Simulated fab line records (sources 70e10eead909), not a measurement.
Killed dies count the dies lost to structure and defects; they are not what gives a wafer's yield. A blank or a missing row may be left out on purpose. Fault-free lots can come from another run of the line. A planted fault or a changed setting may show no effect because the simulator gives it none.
Which tool was responsible? / flow nand harc / 24 lots, 72 wafers sampled, at 5 steps of a route of 1302

== WHAT EACH GAUGE READ, for each wafer ==
NHARC_P_CONTACT_INSPECT_27.
lot=L074; measured=day 6 04:55; on=defect inspect-02; raw defect count=340 314 206
lot=L076; measured=day 6 16:34; on=defect inspect-02; raw defect count=271 353 246
lot=L075; measured=day 6 17:02; on=defect inspect-01; raw defect count=174 115 151
lot=L077; measured=day 7 06:58; on=defect inspect-02; raw defect count=159 358 244
lot=L078; measured=day 7 21:02; on=defect inspect-01; raw defect count=276 365 221
lot=L079; measured=day 8 01:50; on=defect inspect-01; raw defect count=276 184 299
lot=L081; measured=day 8 17:50; on=defect inspect-01; raw defect count=140 174 122
lot=L080; measured=day 8 18:36; on=defect inspect-02; raw defect count=122 129 100
lot=L082; measured=day 9 15:42; on=defect inspect-02; raw defect count=333 497 488
lot=L083; measured=day 9 17:08; on=defect inspect-02; raw defect count=241 134 123
lot=L084; measured=day 10 08:26; on=defect inspect-01; raw defect count=196 276 331
lot=L085; measured=day 10 12:27; on=defect inspect-01; raw defect count=183 211 232
lot=L086; measured=day 10 22:58; on=defect inspect-02; raw defect count=275 291 151
lot=L088; measured=day 12 05:37; on=defect inspect-02; raw defect count=216 119 221
lot=L087; measured=day 12 06:13; on=defect inspect-01; raw defect count=270 208 102
lot=L089; measured=day 12 15:03; on=defect inspect-01; raw defect count=184 427 311
lot=L090; measured=day 12 20:22; on=defect inspect-02; raw defect count=315 291 191
lot=L091; measured=day 13 08:58; on=defect inspect-02; raw defect count=215 254 171
lot=L092; measured=day 13 13:55; on=defect inspect-01; raw defect count=290 342 195
lot=L093; measured=day 13 23:41; on=defect inspect-02; raw defect count=225 289 471
lot=L094; measured=day 14 11:58; on=defect inspect-01; raw defect count=289 216 264
lot=L095; measured=day 14 22:14; on=defect inspect-02; raw defect count=212 251 503
lot=L096; measured=day 15 07:26; on=defect inspect-01; raw defect count=195 224 221
lot=L097; measured=day 15 14:01; on=defect inspect-01; raw defect count=191 293 141

NHARC_P_M1_INSPECT_27.
lot=L074; measured=day 6 12:29; on=defect inspect-01; raw defect count=312 179 205
lot=L076; measured=day 7 00:14; on=defect inspect-01; raw defect count=252 241 227
lot=L075; measured=day 7 01:00; on=defect inspect-01; raw defect count=277 293 248
lot=L077; measured=day 7 14:35; on=defect inspect-02; raw defect count=351 380 396
lot=L078; measured=day 8 04:40; on=defect inspect-01; raw defect count=186 217 234
lot=L079; measured=day 8 09:35; on=defect inspect-01; raw defect count=183 357 228
lot=L081; measured=day 9 01:31; on=defect inspect-02; raw defect count=208 572 346
lot=L080; measured=day 9 02:24; on=defect inspect-01; raw defect count=273 324 392
lot=L082; measured=day 9 23:11; on=defect inspect-01; raw defect count=318 254 293
lot=L083; measured=day 10 00:45; on=defect inspect-01; raw defect count=219 378 261
lot=L084; measured=day 10 16:05; on=defect inspect-01; raw defect count=274 201 179
lot=L085; measured=day 10 20:02; on=defect inspect-02; raw defect count=247 319 266
lot=L086; measured=day 11 06:46; on=defect inspect-01; raw defect count=304 638 441
lot=L088; measured=day 12 13:39; on=defect inspect-01; raw defect count=108 296 147
lot=L087; measured=day 12 14:46; on=defect inspect-02; raw defect count=280 255 396
lot=L089; measured=day 12 22:49; on=defect inspect-01; raw defect count=285 278 315
lot=L090; measured=day 13 04:10; on=defect inspect-02; raw defect count=347 237 317
lot=L091; measured=day 13 16:34; on=defect inspect-01; raw defect count=273 249 343
lot=L092; measured=day 13 21:38; on=defect inspect-01; raw defect count=303 196 212
lot=L093; measured=day 14 07:26; on=defect inspect-01; raw defect count=184 342 140
lot=L094; measured=day 14 19:41; on=defect inspect-01; raw defect count=204 119 302
lot=L095; measured=day 15 06:08; on=defect inspect-02; raw defect count=183 350 277
lot=L096; measured=day 15 15:21; on=defect inspect-01; raw defect count=159 224 214
lot=L097; measured=day 15 21:58; on=defect inspect-02; raw defect count=173 231 158

NHARC_P_M2_INSPECT_11.
lot=L074; measured=day 6 13:51; on=defect inspect-02; raw defect count=13 13 12
lot=L076; measured=day 7 01:38; on=defect inspect-01; raw defect count=6 2 8
lot=L075; measured=day 7 02:23; on=defect inspect-01; raw defect count=5 3 2
lot=L077; measured=day 7 16:08; on=defect inspect-02; raw defect count=7 2 3
lot=L078; measured=day 8 06:12; on=defect inspect-02; raw defect count=4 4 6
lot=L079; measured=day 8 11:05; on=defect inspect-02; raw defect count=4 2 4
lot=L081; measured=day 9 03:04; on=defect inspect-01; raw defect count=3 2 1
lot=L080; measured=day 9 03:54; on=defect inspect-02; raw defect count=7 7 6
lot=L082; measured=day 10 00:34; on=defect inspect-02; raw defect count=4 3 0
lot=L083; measured=day 10 02:16; on=defect inspect-02; raw defect count=10 10 7
lot=L084; measured=day 10 17:29; on=defect inspect-02; raw defect count=3 3 3
lot=L085; measured=day 10 21:24; on=defect inspect-01; raw defect count=7 4 3
lot=L086; measured=day 11 08:17; on=defect inspect-01; raw defect count=3 5 2
lot=L088; measured=day 12 15:24; on=defect inspect-01; raw defect count=4 2 3
lot=L087; measured=day 12 16:08; on=defect inspect-02; raw defect count=3 1 3
lot=L089; measured=day 13 00:20; on=defect inspect-01; raw defect count=4 3 2
lot=L090; measured=day 13 05:32; on=defect inspect-01; raw defect count=2 6 5
lot=L091; measured=day 13 18:05; on=defect inspect-02; raw defect count=5 2 6
lot=L092; measured=day 13 23:01; on=defect inspect-02; raw defect count=8 7 9
lot=L093; measured=day 14 09:04; on=defect inspect-01; raw defect count=2 2 2
lot=L094; measured=day 14 21:12; on=defect inspect-02; raw defect count=9 6 9
lot=L095; measured=day 15 07:40; on=defect inspect-01; raw defect count=3 4 3
lot=L096; measured=day 15 16:44; on=defect inspect-02; raw defect count=5 2 2
lot=L097; measured=day 15 23:29; on=defect inspect-02; raw defect count=7 5 6

== TOOL THAT RAN EACH LOT (tool first, then ch and the chambers of the sampled wafers, then the start) ==
lot=L074; NHARC_P_M0_PVD_20=pvd sputter-02, day 6 07:35 or earlier; NHARC_P_M0_ANNEAL_30=rtp anneal-02 ch 0, day 6 07:35
lot=L076; NHARC_P_M0_PVD_20=pvd sputter-03, day 6 19:26 or earlier; NHARC_P_M0_ANNEAL_30=rtp anneal-02 ch 0, day 6 19:26
lot=L075; NHARC_P_M0_PVD_20=pvd sputter-01, day 6 20:06 or earlier; NHARC_P_M0_ANNEAL_30=rtp anneal-01 ch 0, day 6 20:06
lot=L077; NHARC_P_M0_PVD_20=pvd sputter-02, day 7 09:37 or earlier; NHARC_P_M0_ANNEAL_30=rtp anneal-01 ch 0, day 7 09:37
lot=L078; NHARC_P_M0_PVD_20=pvd sputter-03, day 7 23:44 or earlier; NHARC_P_M0_ANNEAL_30=rtp anneal-02 ch 0, day 7 23:44
lot=L079; NHARC_P_M0_PVD_20=pvd sputter-02, day 8 04:38 or earlier; NHARC_P_M0_ANNEAL_30=rtp anneal-01 ch 0, day 8 04:38
lot=L081; NHARC_P_M0_PVD_20=pvd sputter-01, day 8 20:34 or earlier; NHARC_P_M0_ANNEAL_30=rtp anneal-02 ch 0, day 8 20:34
lot=L080; NHARC_P_M0_PVD_20=pvd sputter-01, day 8 21:20 or earlier; NHARC_P_M0_ANNEAL_30=rtp anneal-02 ch 0, day 8 21:20
lot=L082; NHARC_P_M0_PVD_20=pvd sputter-03, day 9 18:23 or earlier; NHARC_P_M0_ANNEAL_30=rtp anneal-01 ch 0, day 9 18:23
lot=L083; NHARC_P_M0_PVD_20=pvd sputter-01, day 9 19:49 or earlier; NHARC_P_M0_ANNEAL_30=rtp anneal-01 ch 0, day 9 19:49
lot=L084; NHARC_P_M0_PVD_20=pvd sputter-03, day 10 11:07 or earlier; NHARC_P_M0_ANNEAL_30=rtp anneal-01 ch 0, day 10 11:07
lot=L085; NHARC_P_M0_PVD_20=pvd sputter-03, day 10 15:04 or earlier; NHARC_P_M0_ANNEAL_30=rtp anneal-02 ch 0, day 10 15:04
lot=L086; NHARC_P_M0_PVD_20=pvd sputter-03, day 11 01:52 or earlier; NHARC_P_M0_ANNEAL_30=rtp anneal-02 ch 0, day 11 01:52
lot=L088; NHARC_P_M0_PVD_20=pvd sputter-02, day 12 08:22 or earlier; NHARC_P_M0_ANNEAL_30=rtp anneal-01 ch 0, day 12 08:22
lot=L087; NHARC_P_M0_PVD_20=pvd sputter-03, day 12 09:40 or earlier; NHARC_P_M0_ANNEAL_30=rtp anneal-02 ch 0, day 12 09:40
lot=L089; NHARC_P_M0_PVD_20=pvd sputter-01, day 12 17:50 or earlier; NHARC_P_M0_ANNEAL_30=rtp anneal-01 ch 0, day 12 17:50
lot=L090; NHARC_P_M0_PVD_20=pvd sputter-01, day 12 23:07 or earlier; NHARC_P_M0_ANNEAL_30=rtp anneal-01 ch 0, day 12 23:07
lot=L091; NHARC_P_M0_PVD_20=pvd sputter-01, day 13 11:45 or earlier; NHARC_P_M0_ANNEAL_30=rtp anneal-01 ch 0, day 13 11:45
lot=L092; NHARC_P_M0_PVD_20=pvd sputter-03, day 13 16:40 or earlier; NHARC_P_M0_ANNEAL_30=rtp anneal-02 ch 0, day 13 16:40
lot=L093; NHARC_P_M0_PVD_20=pvd sputter-02, day 14 02:32 or earlier; NHARC_P_M0_ANNEAL_30=rtp anneal-01 ch 0, day 14 02:32
lot=L094; NHARC_P_M0_PVD_20=pvd sputter-02, day 14 14:48 or earlier; NHARC_P_M0_ANNEAL_30=rtp anneal-02 ch 0, day 14 14:48
lot=L095; NHARC_P_M0_PVD_20=pvd sputter-01, day 15 00:58 or earlier; NHARC_P_M0_ANNEAL_30=rtp anneal-01 ch 0, day 15 00:58
lot=L096; NHARC_P_M0_PVD_20=pvd sputter-03, day 15 10:14 or earlier; NHARC_P_M0_ANNEAL_30=rtp anneal-01 ch 0, day 15 10:14
lot=L097; NHARC_P_M0_PVD_20=pvd sputter-02, day 15 17:06 or earlier; NHARC_P_M0_ANNEAL_30=rtp anneal-01 ch 0, day 15 17:06
- NHARC_P_M0_PVD_20: deposits TaN, target thk 5 nm, time 8.06 s.
- NHARC_P_M0_ANNEAL_30: time 90 s.

== WHAT THE TOOLS THEMSELVES READ (means of the sampled wafers that have a number; where no wafer has one, the mark that the record gives instead) ==
NHARC_P_M0_PVD_20.
lot=L074; tool=pvd sputter-02; bias v (V)=168.1; throttle valve pct (%)=29.6
lot=L076; tool=pvd sputter-03; bias v (V)=170.1; throttle valve pct (%)=30.2
lot=L075; tool=pvd sputter-01; bias v (V)=169.6; throttle valve pct (%)=28.3
lot=L077; tool=pvd sputter-02; bias v (V)=168.4; throttle valve pct (%)=30.5
lot=L078; tool=pvd sputter-03; bias v (V)=169.0; throttle valve pct (%)=30.3
lot=L079; tool=pvd sputter-02; bias v (V)=168.2; throttle valve pct (%)=29.9
lot=L081; tool=pvd sputter-01; bias v (V)=168.4; throttle valve pct (%)=28.9
lot=L080; tool=pvd sputter-01; bias v (V)=168.9; throttle valve pct (%)=28.9
lot=L082; tool=pvd sputter-03; bias v (V)=169.2; throttle valve pct (%)=30.3
lot=L083; tool=pvd sputter-01; bias v (V)=167.4; throttle valve pct (%)=29.0
lot=L084; tool=pvd sputter-03; bias v (V)=169.2; throttle valve pct (%)=29.8
lot=L085; tool=pvd sputter-03; bias v (V)=168.7; throttle valve pct (%)=30.1
lot=L086; tool=pvd sputter-03; bias v (V)=167.8; throttle valve pct (%)=30.1
lot=L088; tool=pvd sputter-02; bias v (V)=168.6; throttle valve pct (%)=30.6
lot=L087; tool=pvd sputter-03; bias v (V)=168.6; throttle valve pct (%)=29.8
lot=L089; tool=pvd sputter-01; bias v (V)=169.7; throttle valve pct (%)=30.3
lot=L090; tool=pvd sputter-01; bias v (V)=169.2; throttle valve pct (%)=29.3
lot=L091; tool=pvd sputter-01; bias v (V)=168.3; throttle valve pct (%)=28.4
lot=L092; tool=pvd sputter-03; bias v (V)=169.0; throttle valve pct (%)=28.9
lot=L093; tool=pvd sputter-02; bias v (V)=170.3; throttle valve pct (%)=29.2
lot=L094; tool=pvd sputter-02; bias v (V)=166.9; throttle valve pct (%)=30.0
lot=L095; tool=pvd sputter-01; bias v (V)=167.5; throttle valve pct (%)=28.2
lot=L096; tool=pvd sputter-03; bias v (V)=168.9; throttle valve pct (%)=29.9
lot=L097; tool=pvd sputter-02; bias v (V)=168.1; throttle valve pct (%)=29.5

NHARC_P_M0_ANNEAL_30.
lot=L074; tool=rtp anneal-02; anneal temp c max=226.36; wafer_temp_C_max=226.9
lot=L076; tool=rtp anneal-02; anneal temp c max=226.19; wafer_temp_C_max=226.9
lot=L075; tool=rtp anneal-01; anneal temp c max=226.12; wafer_temp_C_max=226.9
lot=L077; tool=rtp anneal-01; anneal temp c max=226.59; wafer_temp_C_max=226.5
lot=L078; tool=rtp anneal-02; anneal temp c max=226.15; wafer_temp_C_max=226.6
lot=L079; tool=rtp anneal-01; anneal temp c max=226.14; wafer_temp_C_max=227.2
lot=L081; tool=rtp anneal-02; anneal temp c max=225.90; wafer_temp_C_max=226.6
lot=L080; tool=rtp anneal-02; anneal temp c max=226.10; wafer_temp_C_max=227.0
lot=L082; tool=rtp anneal-01; anneal temp c max=226.05; wafer_temp_C_max=226.9
lot=L083; tool=rtp anneal-01; anneal temp c max=226.16; wafer_temp_C_max=226.8
lot=L084; tool=rtp anneal-01; anneal temp c max=225.87; wafer_temp_C_max=227.1
lot=L085; tool=rtp anneal-02; anneal temp c max=225.98; wafer_temp_C_max=227.0
lot=L086; tool=rtp anneal-02; anneal temp c max=226.00; wafer_temp_C_max=226.9
lot=L088; tool=rtp anneal-01; anneal temp c max=225.88; wafer_temp_C_max=227.4
lot=L087; tool=rtp anneal-02; anneal temp c max=225.78; wafer_temp_C_max=227.1
lot=L089; tool=rtp anneal-01; anneal temp c max=226.01; wafer_temp_C_max=227.2
lot=L090; tool=rtp anneal-01; anneal temp c max=226.15; wafer_temp_C_max=226.9
lot=L091; tool=rtp anneal-01; anneal temp c max=226.10; wafer_temp_C_max=226.6
lot=L092; tool=rtp anneal-02; anneal temp c max=226.39; wafer_temp_C_max=226.9
lot=L093; tool=rtp anneal-01; anneal temp c max=225.85; wafer_temp_C_max=227.0
lot=L094; tool=rtp anneal-02; anneal temp c max=226.03; wafer_temp_C_max=227.4
lot=L095; tool=rtp anneal-01; anneal temp c max=226.16; wafer_temp_C_max=226.9
lot=L096; tool=rtp anneal-01; anneal temp c max=226.02; wafer_temp_C_max=226.7
lot=L097; tool=rtp anneal-01; anneal temp c max=226.40; wafer_temp_C_max=226.9

== THE ANSWER, worked out from the rows above alone ==
Rule: the lots themselves supply what counts as usual. The widest of any qualifying gaps counts: lots, ordered by their means at a reading, are off when they make up no more than a third of the lots, leave a main group of 4 or more, and stand apart from it by 3 or more times the standard deviation of that group's means. A main group is skipped when, at the precision printed for the reading in the tables above, its means are all equal. A lot without any number at a reading at which 4 lots or more have one is off too. All remaining lots with rows at the step are treated as sound. The gauges are gone through in route order, then the tools' own readings, and for those a lot's mean is taken as printed above. At the first step where some lot is off, the reading lying furthest off is the one used; lots without a number count as furthest.
None of the lots is off at any reading shown; this tells nothing.

== WHAT THE SIMULATOR PUT IN ==
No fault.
